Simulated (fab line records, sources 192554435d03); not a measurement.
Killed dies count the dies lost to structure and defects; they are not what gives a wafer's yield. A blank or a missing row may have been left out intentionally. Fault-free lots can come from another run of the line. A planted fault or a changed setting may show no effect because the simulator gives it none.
fab line records	flow n5_finfet
[record] lots = 4	wafers = 12	last_day = 19
route steps=1938 shown BEOL_M4@1099 BEOL_M5@1112 BEOL_M10@1506 PASSIVATION@1936
lots untouched by any fault: they come from a run of this same line in which no faults occurred
start_h: hours from the record's opening day to when the first of the lot's shown wafers began	wait_h: how many hours have passed since the lot's step before this one	" identical to the entry in the row above	L1.1+2: several wafers, shown together as one row	- either no value or no given start	* or withheld: withheld	< > ~ a bound
route shown NAME@n: a module of which the file shows steps, and the number in the route of the first	usual: mean and standard deviation over wafers with no fault	same: alike in all rows	chamber/n: place in a boat	sites: each site's reading	_std_site: standard deviation of those values	_edge_site: inner sites' mean taken away from outer sites' mean	radius_mm: for every site, how far away it sits from the centre of the wafer	mask NAME#n: copy n	behind: the tool/chamber that last shaped the wafer	hold: cause of the lot's hold/its duration in hours/its outcome	device: which transistor (n, p or np) failed to switch	end of line: tests of these same wafers at the route's end	a step without rows: its recipe alone	killed: at the first sort, the dies lost to defects and structure; wafer yield is something else	map: shows each die of a wafer: x if killed, . if not, _ if none is there
set.NAME: setting as actually run; set.NAME@STEP: the setting as run at that earlier step	model.NAME: the simulator's own value behind a step, which no gauge read
certain route steps with their lots: each step a table, each wafer a row
services: from which hour (start_h, from the record's first day; less than 0 if before it) a tool's chamber was out of use, for how many hours, and why
[[steps]]
[step N5_BEOL_M4_ANNEAL_95]
[recipe] temp_c = 400	time_s = 240	ambient = vacuum
[step N5_BEOL_M4_SPUTTER_96]
[recipe] material = Cu	target_thk_a = 45	temp_c = -20	chamber_pressure_pa = 0.07	power_w = withheld	time_s = 8.29
[step N5_BEOL_M4_ECD_50]
[recipe] material = Cu	target_thk_a = 3000
[step N5_BEOL_M4_ANNEAL_51]
[recipe] temp_c = 225	time_s = 90	ambient = N2
[step N5_BEOL_M4_CMP_52]
[recipe] stop_on = SiOC	t_overpolish_s = 6.8	down_force_psi = 1	platen_rpm = 50	clearing_platen_down_force_psi = 1.5	clearing_platen_rpm = 50	post_cmp_clean = cu_alkaline	target_thk_nm = 40	clearing_platen_pad_velocity_m_s = 0.99484	pad_velocity_m_s = 0.99484
[step N5_BEOL_M4_PRE_CLEAN_60]
[recipe] gas = NH3/H2	time_s = 15	temp_c = *	rf_power_w = 300
[step N5_BEOL_M4_CO_CAP_55]
[recipe] material = Co	target_thk_a = 20	temp_c = 200	precursor = CCTBA/H2	pressure_torr = 30	time_s = 102.1
[step N5_BEOL_M4_PRE_CLEAN_56]
[recipe] gas = NH3	time_s = 15	temp_c = withheld	rf_power_w = 300
[step N5_BEOL_M4_DEP_57]
[recipe] material = SiCN	target_thk_a = 80	temp_c = withheld	precursor = 3MS/NH3	pressure_torr = 3	rf_w = 202	time_s = 14
[step N5_BEOL_M4_RC_MEAS_101]
[usual] DIBL_N = 36.3/1.2	DIBL_P = 36.3/1.4	IOFF_N = 0.160/0.02	IOFF_P = 0.210/0.025	ION_N = 675/9.5	ION_P = 462/7	SS_N = 71.5/0.53	SS_P = 73.4/0.55	VT_N = 249.5/2.6	VT_P = -250.1/2.9
lot.wafer	tool	chamber	start_h	wait_h	DIBL_N[mV/V]	DIBL_P[mV/V]	IOFF_N[nA/um]	IOFF_P[nA/um]	ION_N[uA/um]	ION_P[uA/um]	SS_N[mV/dec]	SS_P[mV/dec]	VT_N[mV]	VT_P[mV]
L755.1	prober-02	0	220.82	0.0	37.0	37.8	0.171	0.207	667	455	72.6	73.8	245.5	-250.6
L755.3	"	0	"	"	35.8	37.3	0.155	0.191	669	452	72.1	73.8	248.3	-253.1
L755.4	"	0	"	"	36.0	36.9	0.145	0.180	659	449	71.6	73.6	250.6	-252.6
L757.1	prober-02	0	247.75	0.0	35.8	35.6	0.148	0.217	670	466	71.9	72.8	251.2	-247.0
L757.3	"	0	"	"	35.3	35.3	0.147	0.226	661	465	72.0	73.2	248.9	-248.3
L757.4	"	0	"	"	37.4	37.4	0.188	0.253	670	466	72.8	73.0	244.6	-247.5
L758.2	prober-01	0	266.73	0.2	35.7	34.4	0.146	0.208	672	463	70.5	72.9	249.7	-247.3
L758.5	"	0	"	"	38.0	37.1	0.197	0.260	687	479	71.3	74.1	245.6	-245.5
L758.6	"	0	"	"	36.6	35.8	0.168	0.246	677	471	71.3	73.0	247.9	-244.0
L765.1	prober-02	0	340.93	0.0	36.8	35.9	0.166	0.219	687	469	70.9	73.9	250.1	-247.4
L765.3	"	0	"	"	36.7	34.8	0.151	0.198	675	460	71.4	73.7	250.3	-250.7
L765.5	"	0	"	"	35.4	33.9	0.135	0.179	671	462	70.9	73.3	252.3	-251.9
[step N5_BEOL_M5_ILD_DEP_00]
[recipe] material = SiCOH_lowk	target_thk_a = 1406.4	temp_c = 300	precursor = DEMS/porogen	pressure_torr = 5	rf_w = 500	time_s = 25.9
[step N5_BEOL_M5_CURE_79]
[recipe] temp_c = 385	time_s = 240	ambient = He/Ar	material = SiCOH_lowk
[step N5_BEOL_M5_PECVD_70]
[recipe] material = SiO2	target_thk_a = 160	temp_c = 400	precursor = TEOS/O2	pressure_torr = 5.5	rf_w = 450	teos_flow_sccm = 53.8	gas = O2	flow_sccm = 3000	time_s = 18
[step N5_BEOL_M5_HM_DEP_02]
[recipe] material = TiN	target_thk_a = 200	temp_c = 25	chamber_pressure_pa = 0.49996
[step N5_BEOL_M5_COAT_59]
[recipe] resist = SOC	temp_c = 250	time_s = 60	spin_rpm = 1500	resist_thk_nm = 60
[step N5_BEOL_M5_COAT_60]
[recipe] resist = SiARC	temp_c = 220	time_s = 60	spin_rpm = 1500	resist_thk_nm = 12
[step N5_BEOL_M5_COAT_71]
[recipe] resist = underlayer	temp_c = 205	time_s = 60	spin_rpm = 1500	resist_thk_nm = 5
[step N5_BEOL_M5_COAT_05]
[recipe] resist = CAR-EUV	spin_rpm = 1500	resist_thk_nm = 30
[step N5_BEOL_M5_EBR_07]
[recipe] solvent = PGMEA	ebr_width_mm = 1.5
[step N5_BEOL_M5_SOFTBAKE_06]
[recipe] temp_c = 110	time_s = 60	resist = CAR-EUV
[step N5_BEOL_M5_EXPOSE_08]
[recipe] mask_id = M5	na = 0.33	source_shape = annular	sigma_inner = 0.4	sigma_outer = 0.8	polarization = unpolarized	target_cd_nm = 28	dose_mj = 35.75
[step N5_BEOL_M5_PEB_09]
[recipe] peb_temp_c = 100	peb_time_s = 60	resist = CAR-EUV
[step N5_BEOL_M5_DEVELOP_10]
[recipe] develop_time_s = 30	developer = TMAH	resist = CAR-EUV	rinse_liquid = surfactant_rinse	dry = air_spin	dev_temp_c = 23
[step N5_BEOL_M5_DESCUM_16]
[recipe] chemistry = O2	time_s = 7	source_power_w = 50	bias_power_w = 20	pressure_mtorr = 20	rf_frequency_hz = 2.712e+07	temp_c = 40	resist = CAR-EUV	o2_flow_sccm = 225
[step N5_BEOL_M5_ETCH_72]
[recipe] chemistry = N2/H2	target = underlayer	target_depth_a = 65	mask_material = CAR-EUV	time_s = 5.2	ion_energy_ev = 200	pressure_mtorr = 30	source_w = 840	bias_w = 150	n2_flow_sccm = 200	h2_flow_sccm = 200	ends = cleared
[step N5_BEOL_M5_ETCH_61]
[recipe] chemistry = CF4	target = SiARC	target_depth_a = 156	mask_material = CAR-EUV	time_s = 26	ion_energy_ev = 80	pressure_mtorr = 40	source_w = 545	bias_w = 36	Ar_flow_sccm = 100	cf4_flow_sccm = 100	ends = cleared
[step N5_BEOL_M5_ETCH_62]
[recipe] chemistry = N2/H2	target = SOC	target_depth_a = 750	overetch_a = 150	mask_material = SiARC	temp_c = 40	time_s = 112.5	ion_energy_ev = 200	pressure_mtorr = 30	source_w = 840	bias_w = 150	n2_flow_sccm = 200	h2_flow_sccm = 200
[step N5_BEOL_M5_STRIP_63]
[recipe] chemistry = N2/H2	temp_c = 40	n2_flow_sccm = 200	h2_flow_sccm = 200	rf_frequency_hz = 6e+07
[step N5_BEOL_M5_STRIP_73]
[recipe] chemistry = N2/H2	temp_c = 40	n2_flow_sccm = 200	h2_flow_sccm = 200	rf_frequency_hz = 6e+07
[step N5_BEOL_M5_STRIP_64]
[recipe] chemistry = CF4	resist = SiARC	power_w = 300	bias_power_w = 75	pressure_mtorr = 50	cf4_flow_sccm = 150	rf_frequency_hz = 6e+07
[step N5_BEOL_M5_HM_OPEN_17]
[recipe] chemistry = Cl2/BCl3	target_depth_a = 200	overetch_a = 60	target = TiN	mask_material = SOC	ion_energy_ev = 150	pressure_mtorr = 10	icp_w = 1000	bias_w = 126	Cl2_flow_sccm = 53.25	bcl3_flow_sccm = 21.75	Ar_flow_sccm = 25
[step N5_BEOL_M5_STRIP_19]
[recipe] chemistry = O2	power_w = 400	temp_c = 40	pressure_mtorr = 30	rf_frequency_hz = 6e+07	bias_power_w = 0	overash_fraction = 0.2	o2_flow_sccm = 225
[step N5_BEOL_M5_COAT_65]
[recipe] resist = SOC	temp_c = 250	time_s = 60	spin_rpm = 1500	resist_thk_nm = 60
[step N5_BEOL_M5_COAT_66]
[recipe] resist = SiARC	temp_c = 220	time_s = 60	spin_rpm = 1500	resist_thk_nm = 12
[step N5_BEOL_M10_ETCH_65]
[recipe] chemistry = CF4	target = SiARC	target_depth_a = 390	mask_material = CAR-ArF	time_s = 65	ion_energy_ev = 80	pressure_mtorr = 40	source_w = 545	bias_w = 36	Ar_flow_sccm = 100	cf4_flow_sccm = 100	ends = cleared
[usual] bias_w = 35.99/0.12	cf4_flow_sccm = 100.0/0.3	drypump_motor_current_A = 5.51/0.21	etch_rf_on_time_s = 65.5/1.1	oes_product_au = 0.66/0.074	rf_vpp_V = 183.9/1.2	showerhead_plenum_p_Torr = 2.13/0.069	throttle_valve_pct = 15.60/0.24
lot.wafer	tool	chamber	start_h	wait_h	bias_w	cf4_flow_sccm	drypump_motor_current_A	etch_rf_on_time_s	oes_product_au	rf_hours_counter_h	rf_vpp_V	showerhead_plenum_p_Torr	throttle_valve_pct	model.CAR-ArF_of_BEOL_M10_COAT_22.thk_nm
L755.1	rie_diel-03	2	284.41	0.0	35.95	100.5	5.60	66.1	0.61	179	182.6	1.97	15.76	55.6
L755.3	"	1	"	"	36.28	100.0	5.43	64.7	0.71	75	185.5	2.16	15.25	55.8
L755.4	"	3	"	"	36.00	100.4	5.29	64.9	0.70	80	183.9	2.16	15.84	55.6
L757.1	rie_diel-03	2	314.41	0.0	-	-	-	-	-	-	-	-	-	83.2
L757.3	"	1	"	"	-	-	-	-	-	-	-	-	-	83.6
L757.4	"	3	"	"	-	-	-	-	-	-	-	-	-	83.2
L758.2	rie_diel-05	2	317.54	0.0	-	-	-	-	-	-	-	-	-	84
L758.5	"	1	"	"	-	-	-	-	-	-	-	-	-	84
L758.6	"	3	"	"	-	-	-	-	-	-	-	-	-	84
L765.1	rie_diel-06	2	401.46	0.0	36.03	100.3	5.28	63.6	0.86	4	184.3	2.11	15.09	55.6
L765.3	"	0	"	"	36.12	100.1	5.53	64.8	0.80	10	186.0	2.27	15.46	55.6
L765.5	"	2	"	"	36.00	100.2	5.27	63.7	0.86	-	184.1	2.11	15.09	55.6
[step N5_BEOL_M10_ETCH_66]
[recipe] chemistry = N2/H2	target = SOC	target_depth_a = 1200	overetch_a = 240	mask_material = SiARC	temp_c = 40	time_s = 180	ion_energy_ev = 200	pressure_mtorr = 30	source_w = 840	bias_w = 150	n2_flow_sccm = 200	h2_flow_sccm = 200
[usual] bias_w = 150.0/0.43	chamber_pressure_mTorr = 29.997/0.027	drypump_motor_current_A = 5.52/0.21	n2_flow_sccm = 199.9/0.53	oes_product_au = 0.63/0.067	rf_vpp_V = 523.4/2.6	showerhead_plenum_p_Torr = 2.52/0.087	throttle_valve_pct = 17.78/0.22
lot.wafer	tool	chamber	start_h	wait_h	bias_w	chamber_pressure_mTorr	drypump_motor_current_A	n2_flow_sccm	oes_product_au	rf_hours_counter_h	rf_vpp_V	showerhead_plenum_p_Torr	throttle_valve_pct
L755.1	rie_diel-03	2	284.46	0.0	150.0	29.958	5.61	200.0	0.59	179	518.2	2.32	17.87
L755.3	"	1	"	"	149.7	30.009	5.45	200.5	0.68	75	525.9	2.56	17.48
L755.4	"	3	"	"	150.3	30.029	5.28	199.7	0.66	80	524.7	2.57	18.01
L757.1	rie_diel-03	2	314.46	0.0	150.0	30.014	5.63	200.1	0.27	190	518.4	2.32	17.85
L757.3	"	1	"	"	150.3	29.969	5.45	199.8	0.31	82	525.4	2.56	17.44
L757.4	"	3	"	"	149.7	29.913	5.30	199.8	0.30	91	524.9	2.56	17.98
L758.2	rie_diel-05	2	317.59	0.0	149.6	29.940	5.90	200.0	0.25	247	522.4	2.50	17.66
L758.5	"	1	"	"	150.5	30.006	5.53	200.8	0.32	-	524.7	2.59	17.78
L758.6	"	3	"	"	149.7	30.008	5.61	200.4	0.32	-	525.3	2.57	17.66
L765.1	rie_diel-06	2	401.51	0.0	150.7	29.986	5.30	199.8	0.80	4	522.4	2.50	17.32
L765.3	"	0	"	"	150.7	29.999	5.53	200.0	0.76	10	528.7	2.70	17.65
L765.5	"	2	"	"	149.7	30.002	5.30	200.2	0.81	-	522.5	2.50	17.31
[step N5_BEOL_M10_VIA_ETCH_34]
[recipe] chemistry = C4F6/O2	target = SiCOH_lowk	target_depth_a = 1845	mask_material = SOC	taper_deg = 4	time_s = 69.2	ion_energy_ev = 250	pressure_mtorr = 30	source_w = 345	bias_w = 185	Ar_flow_sccm = 300	C4F6_flow_sccm = 10	O2_flow_sccm = 10
[usual] C4F6_flow_sccm = 10.00/0.034	O2_flow_sccm = 9.998/0.026	drypump_motor_current_A = 5.51/0.21	oes_ar_750_au = 0.78/0.083	oes_product_au = 0.77/0.087	rf_vpp_V = 668/5.4	showerhead_plenum_p_Torr = 2.83/0.093	throttle_valve_pct = 20.87/0.23
lot.wafer	tool	chamber	start_h	wait_h	C4F6_flow_sccm	O2_flow_sccm	drypump_motor_current_A	oes_ar_750_au	oes_product_au	rf_hours_counter_h	rf_vpp_V	showerhead_plenum_p_Torr	throttle_valve_pct
L755.1	rie_diel-03	2	284.59	0.0	9.98	10.012	5.60	0.72	0.73	179	657	2.62	20.99
L755.3	"	1	"	"	9.94	9.981	5.43	0.84	0.84	75	675	2.87	20.55
L755.4	"	3	"	"	9.93	9.988	5.28	0.81	0.82	80	666	2.87	21.16
L757.1	rie_diel-03	2	314.59	0.0	9.99	9.977	5.59	0.71	0.27	190	660	2.61	20.83
L757.3	"	1	"	"	9.98	10.015	5.44	0.83	0.31	82	672	2.87	20.38
L757.4	"	3	"	"	10.03	10.015	5.27	0.80	0.30	91	666	2.86	21.00
L758.2	rie_diel-05	2	317.71	0.0	9.97	10.016	5.96	0.69	0.26	247	673	2.81	20.70
L758.5	"	1	"	"	10.08	10.002	5.52	0.87	0.32	-	670	2.89	20.65
L758.6	"	3	"	"	10.05	10.028	5.62	0.84	0.31	-	666	2.88	20.68
L765.1	rie_diel-06	2	401.63	0.0	10.06	9.996	5.27	0.98	0.99	4	673	2.80	20.41
L765.3	"	0	"	"	10.02	9.976	5.51	0.94	0.94	10	675	3.03	20.84
L765.5	"	2	"	"	9.97	9.968	5.28	0.99	1.00	-	673	2.80	20.41
[step N5_PASSIVATION_PROBE_49]
[usual] defect_limited_yield = 90.9/1.3	killed_at_M0_to_M3 = 36/11	killed_at_M4_up = 13/5.1	killed_at_contacts = 14/4.9	killed_at_front_end = 41/10	killed_at_other = 3.4/2.6	killed_dies = 107/16	killed_on_rim = 14/4	killed_open = 70/11	killed_short = 36/7.8	sort_bin_5_function = 5.4/0.84	sort_bin_6_memory = 3.4/0.67	sort_n_pass = 1073/16	sort_yield_pct = 90.9/1.3
[same] gross_dies = 1180	killed_at_back_side = 0	sort_bin_4_leakage[%] = 0	sort_bin_8_speed[%] = 0
lot.wafer	tool	chamber	start_h	wait_h	defect_limited_yield[%]	killed_at_M0_to_M3	killed_at_M4_up	killed_at_contacts	killed_at_front_end	killed_at_other	killed_dies	killed_on_rim	killed_open	killed_short	sort_bin_5_function[%]	sort_bin_6_memory[%]	sort_n_pass	sort_yield_pct[%]
L755.1	prober-01	-	341.52	0.0	91.3	40	3	23	32	5	103	21	73	30	5.8	2.8	1077	91.3
L755.3	prober-01	-	341.62	0.1	90.4	43	13	9	40	8	113	9	70	42	5.6	3.6	1067	90.4
L755.4	prober-01	-	341.67	0.2	90.8	38	18	11	38	3	108	18	73	33	5.3	3.7	1072	90.8
L757.1	prober-01	-	363.76	0.0	0	21	1098	13	42	6	1180	152	68	38	96.4	3.3	0	0
L757.3	prober-01	-	363.86	0.1	0	24	1077	4	69	6	1180	152	73	34	95.4	4.3	0	0
L757.4	prober-01	-	363.91	0.2	0	24	1094	15	44	3	1180	152	69	28	96.2	3.4	0	0
L758.2	prober-02	-	369.17	0.1	0	24	1077	12	67	0	1180	152	67	40	96.9	2.9	0	0
L758.5	prober-02	-	369.32	0.2	0	38	1070	20	45	7	1180	152	87	36	95.3	4.7	0	0
L758.6	prober-02	-	369.37	0.3	0	22	1088	20	48	2	1180	152	62	38	97.1	2.8	0	0
L765.1	prober-02	-	460.38	0.0	94.2	29	6	12	20	2	69	9	52	17	3.1	2.5	1111	94.2
L765.3	prober-02	-	460.48	0.1	93.5	23	9	4	38	3	77	9	50	23	3.6	3.0	1103	93.5
L765.5	prober-02	-	460.58	0.2	93.0	33	10	9	29	2	83	14	57	26	4.7	2.0	1097	93.0
// killed by level:class
L755.1 MOL_CONTACT_COAG:geometric_particle:open=20 BEOL_M3:geometric_particle:open=18 FIN_SAQP:geometric_particle:open=7 GATE_CUT:geometric_particle:open=6 BEOL_M2:geometric_particle:open=5 DUMMY_GATE:geometric_particle:open=4 BEOL_M0_SAQP:geometric_particle:short=4 BEOL_M1:geometric_particle:open=4
L755.3 BEOL_M3:geometric_particle:open=12 FIN_SAQP:geometric_particle:short=11 BEOL_M0_SAQP:geometric_particle:open=8 MOL_CONTACT_COAG:geometric_particle:open=7 BEOL_M2:geometric_particle:open=6 MIM_TOP:geometric_particle:short=6 DUMMY_GATE:geometric_particle:open=5 GATE_CUT:geometric_particle:open=5
L755.4 BEOL_M3:geometric_particle:open=9 MOL_CONTACT_COAG:geometric_particle:open=8 BEOL_M4:geometric_particle:open=7 FIN_SAQP:geometric_particle:open=6 DUMMY_GATE:geometric_particle:open=6 BEOL_M3:geometric_particle:short=6 BEOL_M2:geometric_particle:open=5 BEOL_M0_SAQP:geometric_particle:open=5
L757.1 BEOL_M10:area_etch=1071 BEOL_M4:geometric_particle:open=16 MOL_CONTACT_COAG:geometric_particle:open=11 FIN_SAQP:geometric_particle:short=8 FIN_SAQP:geometric_particle:open=7 BEOL_M3:geometric_particle:open=5 STARTING-WAFER:geometric_particle:open=5 BEOL_M2:geometric_particle:short=4
L757.3 BEOL_M10:area_etch=1069 FIN_SAQP:geometric_particle:open=24 FIN_SAQP:geometric_particle:short=16 BEOL_M1:geometric_particle:open=8 STI_FIN_REVEAL:geometric_particle:open=7 BEOL_M3:geometric_particle:open=7 GATE_CUT:geometric_particle:short=4 BEOL_M4:geometric_particle:open=4
L757.4 BEOL_M10:area_etch=1082 MOL_CONTACT_COAG:geometric_particle:open=12 FIN_SAQP:geometric_particle:open=10 BEOL_M3:geometric_particle:open=9 BEOL_M4:geometric_particle:open=8 STI_FIN_REVEAL:geometric_particle:open=7 FIN_SAQP:geometric_particle:short=6 GATE_CUT:geometric_particle:short=5
L758.2 BEOL_M10:area_etch=1073 FIN_SAQP:geometric_particle:open=21 FIN_SAQP:geometric_particle:short=21 MOL_CONTACT_COAG:geometric_particle:open=11 GATE_CUT:geometric_particle:short=5 GATE_CUT:geometric_particle:open=5 BEOL_M2:geometric_particle:open=5 STI_FIN_REVEAL:geometric_particle:open=4
L758.5 BEOL_M10:area_etch=1055 FIN_SAQP:geometric_particle:open=18 MOL_CONTACT_COAG:geometric_particle:open=17 BEOL_M0_SAQP:geometric_particle:short=11 FIN_SAQP:geometric_particle:short=10 BEOL_M0_SAQP:geometric_particle:open=9 BEOL_M1:geometric_particle:open=7 BEOL_M4:geometric_particle:open=7
L758.6 BEOL_M10:area_etch=1080 MOL_CONTACT_COAG:geometric_particle:open=18 FIN_SAQP:geometric_particle:short=16 FIN_SAQP:geometric_particle:open=14 BEOL_M3:geometric_particle:open=5 STI_FIN_REVEAL:geometric_particle:open=5 BEOL_M2:geometric_particle:open=4 BEOL_M0_SAQP:geometric_particle:open=3
L765.1 MOL_CONTACT_COAG:geometric_particle:open=10 BEOL_M0_SAQP:geometric_particle:open=7 FIN_SAQP:geometric_particle:open=6 BEOL_M3:geometric_particle:open=6 BEOL_M0:geometric_particle:open=4 STI_FIN_REVEAL:geometric_particle:open=3 BEOL_M0_SAQP:geometric_particle:short=3 BEOL_M1:geometric_particle:open=3
L765.3 FIN_SAQP:geometric_particle:open=14 FIN_SAQP:geometric_particle:short=8 BEOL_M0_SAQP:geometric_particle:short=6 GATE_CUT:geometric_particle:open=5 MOL_CONTACT_COAG:geometric_particle:open=4 BEOL_M0_SAQP:geometric_particle:open=3 BEOL_M0:geometric_particle:open=3 BEOL_M2:geometric_particle:open=3
L765.5 BEOL_M0_SAQP:geometric_particle:open=9 MOL_CONTACT_COAG:geometric_particle:open=9 BEOL_M2:geometric_particle:open=9 FIN_SAQP:geometric_particle:open=7 BEOL_M0_SAQP:geometric_particle:short=7 GATE_CUT:geometric_particle:short=5 BEOL_M4:geometric_particle:short=5 STI_FIN_REVEAL:geometric_particle:open=4
// map L757.1 (x killed, . not)
_________________xxxxxxxxxxxx________________
______________xxxxxxxxxxxxxxxxxx_____________
___________xxxxxxxxxxxxxxxxxxxxxxxx__________
__________xxxxxxxxxxxxxxxxxxxxxxxxxx_________
________xxxxxxxxxxxxxxxxxxxxxxxxxxxxxx_______
_______xxxxxxxxxxxxxxxxxxxxxxxxxxxxxxxx______
______xxxxxxxxxxxxxxxxxxxxxxxxxxxxxxxxxx_____
_____xxxxxxxxxxxxxxxxxxxxxxxxxxxxxxxxxxxx____
____xxxxxxxxxxxxxxxxxxxxxxxxxxxxxxxxxxxxxx___
___xxxxxxxxxxxxxxxxxxxxxxxxxxxxxxxxxxxxxxxx__
___xxxxxxxxxxxxxxxxxxxxxxxxxxxxxxxxxxxxxxxx__
__xxxxxxxxxxxxxxxxxxxxxxxxxxxxxxxxxxxxxxxxxx_
__xxxxxxxxxxxxxxxxxxxxxxxxxxxxxxxxxxxxxxxxxx_
_xxxxxxxxxxxxxxxxxxxxxxxxxxxxxxxxxxxxxxxxxxxx
_xxxxxxxxxxxxxxxxxxxxxxxxxxxxxxxxxxxxxxxxxxxx
_xxxxxxxxxxxxxxxxxxxxxxxxxxxxxxxxxxxxxxxxxxxx
_xxxxxxxxxxxxxxxxxxxxxxxxxxxxxxxxxxxxxxxxxxxx
_xxxxxxxxxxxxxxxxxxxxxxxxxxxxxxxxxxxxxxxxxxxx
_xxxxxxxxxxxxxxxxxxxxxxxxxxxxxxxxxxxxxxxxxxxx
_xxxxxxxxxxxxxxxxxxxxxxxxxxxxxxxxxxxxxxxxxxxx
_xxxxxxxxxxxxxxxxxxxxxxxxxxxxxxxxxxxxxxxxxxxx
__xxxxxxxxxxxxxxxxxxxxxxxxxxxxxxxxxxxxxxxxxx_
__xxxxxxxxxxxxxxxxxxxxxxxxxxxxxxxxxxxxxxxxxx_
___xxxxxxxxxxxxxxxxxxxxxxxxxxxxxxxxxxxxxxxx__
___xxxxxxxxxxxxxxxxxxxxxxxxxxxxxxxxxxxxxxxx__
____xxxxxxxxxxxxxxxxxxxxxxxxxxxxxxxxxxxxxx___
_____xxxxxxxxxxxxxxxxxxxxxxxxxxxxxxxxxxxx____
______xxxxxxxxxxxxxxxxxxxxxxxxxxxxxxxxxx_____
_______xxxxxxxxxxxxxxxxxxxxxxxxxxxxxxxx______
________xxxxxxxxxxxxxxxxxxxxxxxxxxxxxx_______
__________xxxxxxxxxxxxxxxxxxxxxxxxxx_________
___________xxxxxxxxxxxxxxxxxxxxxxxx__________
______________xxxxxxxxxxxxxxxxxx_____________
_________________xxxxxxxxxxxx________________
// map L758.2 (x killed, . not)
_________________xxxxxxxxxxxx________________
______________xxxxxxxxxxxxxxxxxx_____________
___________xxxxxxxxxxxxxxxxxxxxxxxx__________
__________xxxxxxxxxxxxxxxxxxxxxxxxxx_________
________xxxxxxxxxxxxxxxxxxxxxxxxxxxxxx_______
_______xxxxxxxxxxxxxxxxxxxxxxxxxxxxxxxx______
______xxxxxxxxxxxxxxxxxxxxxxxxxxxxxxxxxx_____
_____xxxxxxxxxxxxxxxxxxxxxxxxxxxxxxxxxxxx____
____xxxxxxxxxxxxxxxxxxxxxxxxxxxxxxxxxxxxxx___
___xxxxxxxxxxxxxxxxxxxxxxxxxxxxxxxxxxxxxxxx__
___xxxxxxxxxxxxxxxxxxxxxxxxxxxxxxxxxxxxxxxx__
__xxxxxxxxxxxxxxxxxxxxxxxxxxxxxxxxxxxxxxxxxx_
__xxxxxxxxxxxxxxxxxxxxxxxxxxxxxxxxxxxxxxxxxx_
_xxxxxxxxxxxxxxxxxxxxxxxxxxxxxxxxxxxxxxxxxxxx
_xxxxxxxxxxxxxxxxxxxxxxxxxxxxxxxxxxxxxxxxxxxx
_xxxxxxxxxxxxxxxxxxxxxxxxxxxxxxxxxxxxxxxxxxxx
_xxxxxxxxxxxxxxxxxxxxxxxxxxxxxxxxxxxxxxxxxxxx
_xxxxxxxxxxxxxxxxxxxxxxxxxxxxxxxxxxxxxxxxxxxx
_xxxxxxxxxxxxxxxxxxxxxxxxxxxxxxxxxxxxxxxxxxxx
_xxxxxxxxxxxxxxxxxxxxxxxxxxxxxxxxxxxxxxxxxxxx
_xxxxxxxxxxxxxxxxxxxxxxxxxxxxxxxxxxxxxxxxxxxx
__xxxxxxxxxxxxxxxxxxxxxxxxxxxxxxxxxxxxxxxxxx_
__xxxxxxxxxxxxxxxxxxxxxxxxxxxxxxxxxxxxxxxxxx_
___xxxxxxxxxxxxxxxxxxxxxxxxxxxxxxxxxxxxxxxx__
___xxxxxxxxxxxxxxxxxxxxxxxxxxxxxxxxxxxxxxxx__
____xxxxxxxxxxxxxxxxxxxxxxxxxxxxxxxxxxxxxx___
_____xxxxxxxxxxxxxxxxxxxxxxxxxxxxxxxxxxxx____
______xxxxxxxxxxxxxxxxxxxxxxxxxxxxxxxxxx_____
_______xxxxxxxxxxxxxxxxxxxxxxxxxxxxxxxx______
________xxxxxxxxxxxxxxxxxxxxxxxxxxxxxx_______
__________xxxxxxxxxxxxxxxxxxxxxxxxxx_________
___________xxxxxxxxxxxxxxxxxxxxxxxx__________
______________xxxxxxxxxxxxxxxxxx_____________
_________________xxxxxxxxxxxx________________
[[services]]
tool	chamber	start_h	hours	kind
rie_diel-06	2	285.04	20.5	repair
rie_diel-03	1	290.99	9.8	repair
rie_diel-05	0	297.70	19.9	repair
rie_diel-06	0	300.01	1.3	repair
rie_diel-06	3	303.75	16.3	repair
rie_diel-06	2	311.68	4.3	repair
rie_diel-06	-	315.30	0.9	repair
rie_diel-05	1	340.08	4.4	repair
rie_diel-05	2	342.03	3.2	repair
rie_diel-06	0	358.73	-	clean
rie_diel-06	0	358.73	-	consumable_replace:focus_ring
rie_diel-06	0	358.73	-	consumable_replace:showerhead
rie_diel-06	0	358.73	18.1	scheduled_down
rie_diel-06	0	358.73	18.1	vent_cycle
rie_diel-03	1	369.64	16.3	repair
rie_diel-06	2	376.91	-	clean
rie_diel-06	2	376.91	-	consumable_replace:focus_ring
rie_diel-06	2	376.91	14.1	scheduled_down
rie_diel-06	2	376.91	14.1	vent_cycle
rie_diel-05	1	387.25	21.5	repair
rie_diel-06	3	398.74	2.8	repair
[[key]]
[first_sign] step = N5_BEOL_M10_ETCH_65	reading = tool_record	direction = missing
[effect] step = N5_BEOL_M10_ETCH_66	reading = oes_product_au	direction = down	sigmas = 5	usual = 0.63	struck = 0.29
[effect] step = N5_BEOL_M10_VIA_ETCH_34	reading = oes_product_au	direction = down	sigmas = 5.5	usual = 0.77	struck = 0.30
[effect] step = N5_PASSIVATION_PROBE_49	reading = killed_at_M4_up	direction = up	sigmas = 99+	usual = 13	struck = 1084
[model_effect] step = N5_BEOL_M10_ETCH_65	value = CAR-ArF_of_BEOL_M10_COAT_22.thk_nm	without = 55.7	struck = 83.67
[more_kills_born_at] N5_BEOL_M10_ETCH_65@rie_diel-03 = 3222	N5_BEOL_M10_ETCH_65@rie_diel-05 = 3208
met_at N5_BEOL_M10_ETCH_65
struck_wafers L757.1,L757.3,L757.4,L758.2,L758.5,L758.6
later_rows_left_out L757.1,L757.3,L757.4,L758.2,L758.5,L758.6
onset_between 284.41 314.41
[fault] kind = skipped_step_whole	tool = rie_diel-03,rie_diel-05	chamber = -	onset_h = 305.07	steps = N5_BEOL_M10_ETCH_65	scope = struck_lots_only
// later_rows_left_out: the simulator's readings of these wafers behind a module that went badly wrong aren't trusted and aren't shown, but for the sort
